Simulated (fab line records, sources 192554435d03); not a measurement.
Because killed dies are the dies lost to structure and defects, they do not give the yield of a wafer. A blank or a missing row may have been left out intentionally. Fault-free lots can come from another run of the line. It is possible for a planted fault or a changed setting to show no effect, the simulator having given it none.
Which tool was responsible? | flow n5-finfet | 12 lots, 36 wafers sampled, at 2 steps of a route of 1938

## WHAT THE GAUGES SHOWED, per wafer
N5_BEOL_M14_OVL_MEAS_11.
lot  | measured     | on         | V13_OVL (nm)
L074 | day 11 15:47 | overlay-01 | -5 3 -4
L077 | day 12 10:02 | overlay-01 | -3 -7 -10
L080 | day 12 10:21 | overlay-02 | -1 0 0
L081 | day 12 18:01 | overlay-02 | 7 -1 10
L085 | day 13 23:44 | overlay-01 | 2 -4 -4
L083 | day 14 00:17 | overlay-01 | -5 -9 3
L087 | day 14 09:08 | overlay-02 | 5 -1 1
L091 | day 15 12:02 | overlay-02 | 5 2 -2
L090 | day 15 17:17 | overlay-02 | -10 2 -7
L092 | day 16 05:06 | overlay-02 | -5 1 2
L094 | day 16 20:19 | overlay-02 | 1 0 1
L097 | day 17 04:50 | overlay-02 | 3 0 4

## TOOL THAT RAN EACH LOT (tool first, then ch and the chambers of the sampled wafers, then the start)
lot  | N5_BEOL_M13_DEGAS_41
L074 | pvd-sputter-02, day 11 13:23
L077 | pvd-sputter-03, day 12 08:07
L080 | pvd-sputter-01, day 12 08:14
L081 | pvd-sputter-03, day 12 16:04
L085 | pvd-sputter-02, day 13 21:54
L083 | pvd-sputter-02, day 13 22:13
L087 | pvd-sputter-02, day 14 06:50
L091 | pvd-sputter-03, day 15 10:13
L090 | pvd-sputter-02, day 15 15:10
L092 | pvd-sputter-01, day 16 03:08
L094 | pvd-sputter-02, day 16 18:22
L097 | pvd-sputter-02, day 17 02:38
- N5_BEOL_M13_DEGAS_41: time 60 s.

## THE ANSWER, worked out from the rows above alone
Rule: the lots themselves supply what counts as usual. Put in order of their means at a reading, lots are off if they are a third of the lots or fewer, leave a main group of 4 or more, and stand apart from it by a gap of 3 or more times the standard deviation of the main group's means; of several such gaps the widest counts. A main group is skipped when, at the precision printed for the reading in the tables above, its means are all equal. A lot without any number at a reading at which 4 lots or more have one is off too. All remaining lots with rows at the step are treated as sound.
No lot is off at any reading shown: from this, nothing can be told.

## WHAT WAS PUT IN BY THE SIMULATOR
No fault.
